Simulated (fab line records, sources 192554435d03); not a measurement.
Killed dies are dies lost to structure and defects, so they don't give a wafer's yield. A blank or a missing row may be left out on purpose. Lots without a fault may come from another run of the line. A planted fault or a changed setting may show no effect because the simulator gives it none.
fab line records | flow n5_finfet
record lots=4 wafers=12 last_day=17
route steps=1938 shown BEOL_M5@1186 BEOL_M6@1194
lots that met no fault: from a run of the same line without faults
start_h: hours from the record's first day to the start of the lot's first wafer shown | wait_h: hours since the lot's step before | " the same as in the row above | L1.1+2: a row that stands for several wafers | - no value, or no start given | * or withheld: withheld | < > ~ a bound
route shown NAME@n: a module of which the file shows steps, and the number in the route of the first | usual: mean/standard deviation of fault-free wafers | same: alike in all rows | chamber/n: place in a boat | sites: the reading at each site | _std_site: their standard deviation | _edge_site: outer sites' mean less inner sites' | radius_mm: how far each site lies from the wafer's centre | mask NAME#n: copy n | behind: the tool/chamber that last shaped the wafer | hold: why the lot was held/for how many hours/how that ended | device: the transistor (n, p or np) that didn't switch | end of line: the same wafers' tests at the end of the route | a step without rows: its recipe alone | killed: dies lost to structure and defects at the first sort, not the wafer's yield | map: a wafer's dies, x killed, . not, _ none there
set.NAME: the setting as run; set.NAME@STEP: as run at that earlier step | model.NAME: the simulator's own value behind a step, which no gauge read
lots at some steps of the route; a table a step, a row a wafer
services: from which hour (start_h, from the record's first day; less than 0 if before it) a tool's chamber was out of use, for how many hours, and why
## steps
# step N5_BEOL_M5_CMP_52
# recipe stop_on=SiCOH_lowk t_overpolish_s=6.9 down_force_psi=1 platen_rpm=50 clearing_platen_down_force_psi=1.5 clearing_platen_rpm=50 post_cmp_clean=cu_alkaline target_thk_nm=62 clearing_platen_pad_velocity_m_s=0.99484 pad_velocity_m_s=0.99484
# step N5_BEOL_M5_PRE_CLEAN_77
# recipe gas=NH3/H2 time_s=15 temp_c=* rf_power_w=300
# step N5_BEOL_M5_CO_CAP_78
# recipe material=Co target_thk_a=20 temp_c=200 precursor=CCTBA/H2 pressure_torr=30 time_s=102.1
# step N5_BEOL_M5_PRE_CLEAN_55
# recipe gas=NH3 time_s=15 temp_c=withheld rf_power_w=300
# step N5_BEOL_M5_DEP_56
# recipe material=SiCN target_thk_a=80 temp_c=withheld precursor=3MS/NH3 pressure_torr=3 rf_w=202 time_s=14
# step N5_BEOL_M6_ILD_DEP_00
# recipe material=SiCOH_lowk target_thk_a=1797.5 temp_c=300 precursor=DEMS/porogen pressure_torr=5 rf_w=500 time_s=33.4
# step N5_BEOL_M6_CURE_74
# recipe temp_c=385 time_s=240 ambient=He/Ar material=SiCOH_lowk
# step N5_BEOL_M6_PECVD_70
# recipe material=SiO2 target_thk_a=200 temp_c=400 precursor=TEOS/O2 pressure_torr=5.5 rf_w=450 teos_flow_sccm=53.8 gas=O2 flow_sccm=3000 time_s=22.7
# step N5_BEOL_M6_HM_DEP_02
# recipe material=TiN target_thk_a=200 temp_c=25 chamber_pressure_pa=0.49996
# usual throttle_valve_pct=30.3/1.1
# columns lot.wafer tool chamber start_h wait_h throttle_valve_pct model.TiN_of_BEOL_M6_HM_DEP_02.thk_nm
L470.1 pvd_sputter-01 - 197.77 1.0 29.2 20.2
L470.4 " - " " 30.0 20.4
L470.5 " - " " 30.2 20.6
L476.1 pvd_sputter-01 - 231.78 1.2 29.6 20.2
L476.2 " - " " 31.6 7.6
L476.6 " - " " 29.4 20.2
L479.2 pvd_sputter-01 - 244.53 1.8 29.4 7.2
L479.4 " - " " 29.8 19.8
L479.5 " - " " 31.8 7.2
L490.3 pvd_sputter-03 - 315.88 1.3 28.2 20.2
L490.5 " - " " 29.4 20
L490.6 " - " " 28.3 19.8
# step N5_BEOL_M6_COAT_59
# recipe resist=SOC temp_c=250 time_s=60 spin_rpm=1500 resist_thk_nm=100
# step N5_BEOL_M6_COAT_60
# recipe resist=SiARC temp_c=220 time_s=60 spin_rpm=1500 resist_thk_nm=35
# step N5_BEOL_M6_COAT_05
# recipe resist=CAR-ArF spin_rpm=1500 resist_thk_nm=90
# step N5_BEOL_M6_EBR_07
# recipe solvent=PGMEA ebr_width_mm=1.5
# step N5_BEOL_M6_SOFTBAKE_06
# recipe temp_c=110 time_s=60 resist=CAR-ArF
# step N5_BEOL_M6_EXPOSE_08
# recipe mask_id=M6 na=1.35 source_shape=dipole sigma_inner=0.817 sigma_outer=0.97 polarization=te dose_mj=68.25
# step N5_BEOL_M6_PEB_09
# recipe peb_temp_c=withheld peb_time_s=60 resist=CAR-ArF
# step N5_BEOL_M6_DEVELOP_10
# recipe develop_time_s=30 developer=TMAH resist=CAR-ArF rinse_liquid=diw dry=air_spin dev_temp_c=23
# step N5_BEOL_M6_DESCUM_16
# recipe chemistry=O2 time_s=7.9 source_power_w=50 bias_power_w=20 pressure_mtorr=20 rf_frequency_hz=2.712e+07 temp_c=40 resist=CAR-ArF o2_flow_sccm=225
# step N5_BEOL_M6_ETCH_61
# recipe chemistry=CF4 target=SiARC target_depth_a=455 mask_material=CAR-ArF time_s=75.8 ion_energy_ev=80 pressure_mtorr=40 source_w=545 bias_w=36 Ar_flow_sccm=100 cf4_flow_sccm=100 ends=cleared
# step N5_BEOL_M6_ETCH_62
# recipe chemistry=N2/H2 target=SOC target_depth_a=1100 overetch_a=220 mask_material=SiARC temp_c=40 time_s=165 ion_energy_ev=200 pressure_mtorr=30 source_w=840 bias_w=150 n2_flow_sccm=200 h2_flow_sccm=200
# step N5_BEOL_M6_STRIP_68
# recipe chemistry=N2/H2 temp_c=40 n2_flow_sccm=200 h2_flow_sccm=200 rf_frequency_hz=6e+07
# step N5_BEOL_M6_STRIP_67
# recipe chemistry=CF4 resist=SiARC power_w=300 bias_power_w=75 pressure_mtorr=50 cf4_flow_sccm=150 rf_frequency_hz=6e+07
# step N5_BEOL_M6_HM_OPEN_17
# recipe chemistry=Cl2/BCl3 target_depth_a=200 overetch_a=60 target=TiN mask_material=SOC ion_energy_ev=150 pressure_mtorr=10 icp_w=1000 bias_w=126 Cl2_flow_sccm=53.25 bcl3_flow_sccm=21.75 Ar_flow_sccm=25
# usual drypump_motor_current_A=5.6/0.52 mfc_cl2_sccm=53.21/0.15 oes_product_au=0.63/0.074 rf_fwd_power_W=993/3.2 throttle_valve_pct=22.10/0.21
# columns lot.wafer tool chamber start_h wait_h drypump_motor_current_A mfc_cl2_sccm oes_product_au rf_fwd_power_W rf_hours_counter_h throttle_valve_pct model.etch.depth_nm
L470.1 rie_metal-01 0 198.73 0.0 5.7 53.01 0.67 990 43 22.12 20.3
L470.4 " 0 " " 5.7 52.99 0.67 995 - 22.12 20.45
L470.5 " 1 " " 6.3 53.09 0.58 988 - 21.84 20.53
L476.1 rie_metal-01 0 232.64 0.0 5.7 53.18 0.66 990 45 22.14 20.25
L476.2 " 1 " " 6.4 53.17 0.36 991 96 22.28 7.523
L476.6 " 1 " " 6.4 53.24 0.57 990 - 21.87 20.17
L479.2 rie_metal-02 0 245.27 0.0 5.3 53.56 0.35 995 110 22.87 7.199
L479.4 " 0 " " 5.3 53.46 0.55 996 - 22.48 19.88
L479.5 " 1 " " 5.7 53.29 0.49 995 - 22.47 7.283
L490.3 rie_metal-02 1 316.80 0.1 5.6 53.09 0.71 993 - 22.08 20.12
L490.5 " 1 " " 5.6 53.41 0.70 993 - 22.08 19.93
L490.6 " 1 " " 5.7 53.14 0.71 995 - 22.08 19.85
# step N5_BEOL_M6_STRIP_19
# recipe chemistry=O2 power_w=400 temp_c=40 pressure_mtorr=30 rf_frequency_hz=6e+07 bias_power_w=0 overash_fraction=0.2 o2_flow_sccm=225
# step N5_BEOL_M6_COAT_63
# recipe resist=SOC temp_c=250 time_s=60 spin_rpm=1500 resist_thk_nm=60
# step N5_BEOL_M6_COAT_64
# recipe resist=SiARC temp_c=220 time_s=60 spin_rpm=1500 resist_thk_nm=12
# step N5_BEOL_M6_COAT_71
# recipe resist=underlayer temp_c=205 time_s=60 spin_rpm=1500 resist_thk_nm=5
# step N5_BEOL_M6_COAT_22
# recipe resist=CAR-EUV spin_rpm=1500 resist_thk_nm=30
# step N5_BEOL_M6_EBR_24
# recipe solvent=PGMEA ebr_width_mm=1.5
# step N5_BEOL_M6_SOFTBAKE_23
# recipe temp_c=110 time_s=60 resist=CAR-EUV
# step N5_BEOL_M6_EXPOSE_25
# recipe mask_id=V5 na=0.33 source_shape=annular sigma_inner=0.4 sigma_outer=0.8 polarization=unpolarized target_cd_nm=40 dose_mj=45
# step N5_BEOL_M6_PEB_26
# recipe peb_temp_c=100 peb_time_s=60 resist=CAR-EUV
# step N5_BEOL_M6_DEVELOP_27
# recipe develop_time_s=30 developer=TMAH resist=CAR-EUV rinse_liquid=surfactant_rinse dry=air_spin dev_temp_c=23
# step N5_BEOL_M6_TRENCH_ETCH_37
# recipe chemistry=C4F6/O2 target_depth_a=944.35 target=SiCOH_lowk time_s=31.5 ion_energy_ev=250 pressure_mtorr=30 source_w=345 bias_w=185 Ar_flow_sccm=300 C4F6_flow_sccm=10 O2_flow_sccm=10
# usual O2_flow_sccm=10.001/0.029 drypump_motor_current_A=5.7/0.51 oes_product_au=0.80/0.11 rf_fwd_power_W=340.3/1.4 rf_vpp_V=668/5.5 showerhead_plenum_p_Torr=2.82/0.089 throttle_valve_pct=21.00/0.19
# columns lot.wafer tool chamber start_h wait_h O2_flow_sccm drypump_motor_current_A oes_product_au rf_fwd_power_W rf_hours_counter_h rf_vpp_V showerhead_plenum_p_Torr throttle_valve_pct model.TiN_of_BEOL_M6_HM_DEP_02.thk_nm
L470.1 rie_diel-02 0 - - 9.990 5.9 1.00 338.9 4 674 2.79 20.87 17.6
L470.4 " 0 " " 10.059 5.9 0.99 339.8 - 674 2.79 20.85 17.6
L470.5 " 1 " " 9.934 5.8 0.83 339.8 - 672 2.98 21.12 17.8
L476.1 rie_diel-02 3 - - 9.960 5.4 0.96 337.5 8 668 2.91 20.82 17.6
L476.2 " 0 " " 10.004 5.9 0.95 339.1 19 676 2.79 20.88 4.8
L476.6 " 0 " " 10.000 5.9 0.95 338.7 - 675 2.79 20.89 17.4
L479.2 rie_diel-02 2 - - 10.034 6.8 0.99 341.3 1 658 2.91 20.90 4.4
L479.4 " 0 " " 10.010 5.9 0.93 338.1 24 675 2.78 20.87 17.2
L479.5 " 2 " " 10.068 6.8 0.99 341.6 - 658 2.91 20.93 4.6
L490.3 rie_diel-02 3 - - 10.004 5.4 0.89 338.9 39 666 2.89 20.86 17.4
L490.5 " 3 " " 10.038 5.4 0.90 338.5 - 667 2.89 20.86 17.2
L490.6 " 2 " " 9.969 6.8 0.92 342.3 - 657 2.90 20.97 17.2
## services
# columns tool chamber start_h hours kind
rie_metal-02 0 190.68 15.2 repair
rie_diel-02 3 191.84 - clean
rie_diel-02 3 191.84 - consumable_replace:focus_ring
rie_diel-02 3 191.84 25.8 scheduled_down
rie_diel-02 3 191.84 25.8 vent_cycle
rie_diel-02 2 217.75 - clean
rie_diel-02 2 217.75 - consumable_replace:focus_ring
rie_diel-02 2 217.75 25.7 scheduled_down
rie_diel-02 2 217.75 25.7 vent_cycle
rie_diel-02 - 226.47 0.7 repair
rie_diel-02 1 237.00 5.9 repair
rie_metal-01 - 284.58 1.4 pm
rie_metal-02 0 304.19 - clean
rie_metal-02 0 304.19 18.9 scheduled_down
rie_metal-02 0 304.19 18.9 vent_cycle
## key
first_sign step=N5_BEOL_M6_HM_OPEN_17 reading=oes_product_au direction=down sigmas=3.1 usual=0.63 struck=0.40
effect none on later readings
model_effect step=N5_BEOL_M6_HM_DEP_02 value=TiN_of_BEOL_M6_HM_DEP_02.thk_nm without=20.07 struck=7.333
model_effect step=N5_BEOL_M6_HM_OPEN_17 value=etch.depth_nm without=20.05 struck=7.335
model_effect step=N5_BEOL_M6_TRENCH_ETCH_37 value=TiN_of_BEOL_M6_HM_DEP_02.thk_nm without=17.27 struck=4.6
met_at N5_BEOL_M6_HM_DEP_02
struck_wafers L476.2,L479.2,L479.5
onset_between 197.77 231.78
fault kind=process_parameter_drift tool=pvd_sputter-01 chamber=- onset_h=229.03 steps=N5_BEOL_M6_HM_DEP_02 channel=target_thk_a offset=* shape=step end_h=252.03 scope=struck_wafers_only acts_in=* stated=*
